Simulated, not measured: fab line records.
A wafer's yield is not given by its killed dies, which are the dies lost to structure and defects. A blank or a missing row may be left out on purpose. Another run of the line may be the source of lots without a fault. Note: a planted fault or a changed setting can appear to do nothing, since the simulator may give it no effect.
One fault seen from 3 desks || flow n5Finfet || only its own numbers are on each desk; what lay behind them is given at the end

THE DEFECT DESK
Lot by lot, what the route's inspections counted, given as the mean of those sampled wafers with a number. The brackets show how far a lot's mean lies from the usual mean; more than 4 standard deviations puts the lot out of limits, marked OUT.
Columns: A = rawDefectCount at N5_BEOL_M3_INSPECT_30, usual 440
{"lot": "L807", "first seen here": "day 8 04:36", "A": 365}
{"lot": "L810", "first seen here": "day 8 14:35", "A": 398}
{"lot": "L814", "first seen here": "day 8 15:46", "A": 331}
{"lot": "L815", "first seen here": "day 9 03:31", "A": 491}
{"lot": "L816", "first seen here": "day 9 09:02", "A": 350}
{"lot": "L821", "first seen here": "day 11 00:45", "A": 429}
{"lot": "L822", "first seen here": "day 11 04:40", "A": 368}
{"lot": "L823", "first seen here": "day 11 07:08", "A": 506}
{"lot": "L829", "first seen here": "day 12 10:36", "A": 384}
{"lot": "L828", "first seen here": "day 13 00:24", "A": 482}
This desk found nothing out of limits on any of the 10 lots.

TOOL OWNER'S DESK, rieDiel-05
The tool's own readings at N5_BEOL_M3_ETCH_77 (etches underlayer in N2/H2, target depth 6.5 nm, time 5.2 s): means of the sampled wafers that have a number, for each lot that ran on this tool. The brackets show how far a lot's mean lies from the usual mean; more than 4 standard deviations puts the lot out of limits, marked OUT.
Columns: A = drypumpMotorCurrentA at N5_BEOL_M3_ETCH_77, usual 5.6 A; B = etchRfOnTimeS at N5_BEOL_M3_ETCH_77, usual 5.25 s; C = oesProductAu at N5_BEOL_M3_ETCH_77, usual 0.67 a.u.; D = rfVppV at N5_BEOL_M3_ETCH_77, usual 524.7 V; E = showerheadPlenumPTorr at N5_BEOL_M3_ETCH_77, usual 2.57 Torr; F = throttleValvePct at N5_BEOL_M3_ETCH_77, usual 17.9 %
{"lot": "L814", "first seen here": "day 8 15:50", "A": 5.8, "B": 5.32, "C": 0.59, "D": 524.5, "E": 2.56, "F": 18.2}
{"lot": "L815", "first seen here": "day 9 03:35", "A": 6.1, "B": 5.17, "C": 0.60, "D": 526.1, "E": 2.59, "F": 18.2}
{"lot": "L823", "first seen here": "day 11 07:17", "A": 6.2, "B": "8.24 (+20) OUT", "C": 0.55, "D": 525.9, "E": 2.57, "F": 17.9}
This desk finds L823 out of limits, L823 being first, at day 11 07:17 (etchRfOnTimeS at N5_BEOL_M3_ETCH_77). L814, L815 stayed within limits.

THE METROLOGY DESK
Lot by lot, what the gauges showed, no matter which tool ran the lot: averages of those sampled wafers that carry a number. The brackets show how far a lot's mean lies from the usual mean; more than 4 standard deviations puts the lot out of limits, marked OUT. Shown here are 7 of its 10 readings, the ones lying furthest out on some lot.
Columns: A = DIBL_N at N5_BEOL_M4_RC_MEAS_101, usual 36.6 mV/V; B = DIBL_P at N5_BEOL_M4_RC_MEAS_101, usual 36.5 mV/V; C = IOFF_N at N5_BEOL_M4_RC_MEAS_101, usual 0.17 nA/um; D = IOFF_P at N5_BEOL_M4_RC_MEAS_101, usual 0.22 nA/um; E = SS_P at N5_BEOL_M4_RC_MEAS_101, usual 73.4 mV/dec; F = VT_N at N5_BEOL_M4_RC_MEAS_101, usual 249 mV; G = VT_P at N5_BEOL_M4_RC_MEAS_101, usual -250 mV
{"lot": "L807", "first seen here": "day 8 20:52", "A": 35.4, "B": 36.5, "C": 0.15, "D": 0.19, "E": 72.6, "F": 251, "G": -254}
{"lot": "L810", "first seen here": "day 9 08:06", "A": 35.5, "B": 34.4, "C": 0.17, "D": 0.25, "E": 73.0, "F": 249, "G": -245}
{"lot": "L814", "first seen here": "day 9 17:14", "A": 33.4, "B": 34.6, "C": 0.11, "D": 0.17, "E": 72.9, "F": 255, "G": -253}
{"lot": "L816", "first seen here": "day 10 02:13", "A": 36.6, "B": 37.2, "C": 0.17, "D": 0.25, "E": 73.9, "F": 248, "G": -246}
{"lot": "L815", "first seen here": "day 10 02:48", "A": 35.5, "B": 36.2, "C": 0.16, "D": 0.22, "E": 73.3, "F": 249, "G": -248}
{"lot": "L821", "first seen here": "day 11 13:39", "A": 36.9, "B": 37.1, "C": 0.18, "D": 0.22, "E": 73.8, "F": 247, "G": -249}
{"lot": "L822", "first seen here": "day 12 05:59", "A": 35.8, "B": 36.0, "C": 0.15, "D": 0.20, "E": 73.2, "F": 252, "G": -251}
{"lot": "L823", "first seen here": "day 12 10:00", "A": 37.3, "B": 38.1, "C": 0.17, "D": 0.22, "E": 73.3, "F": 248, "G": -249}
{"lot": "L828", "first seen here": "day 14 02:22", "A": 38.1, "B": 39.9, "C": 0.21, "D": 0.28, "E": 74.5, "F": 246, "G": -249}
{"lot": "L829", "first seen here": "day 15 04:58", "A": 34.3, "B": 32.5, "C": 0.11, "D": 0.14, "E": 72.2, "F": 256, "G": -255}
This desk found nothing out of limits on any of the 10 lots.

TAKEN TOGETHER
The tool owner's desk could have raised an alarm at day 11 07:17, on L823.
The defect desk saw nothing out of limits.
From the metrology desk's view, nothing was out of limits.
The defect desk has L823 on record, within its limits.
The metrology desk holds a record of L823, inside its limits.
Of the lots named, all ran N5_BEOL_M3_ETCH_77 on rieDiel-05.

WHAT WAS PUT IN BY THE SIMULATOR
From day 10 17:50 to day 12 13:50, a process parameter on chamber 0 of rieDiel-05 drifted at N5_BEOL_M3_ETCH_77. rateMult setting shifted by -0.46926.
Shown lots that were struck: L823.
Delay in hours, fault start to first out-of-limits reading, by desk: the tool owner's desk at 13.
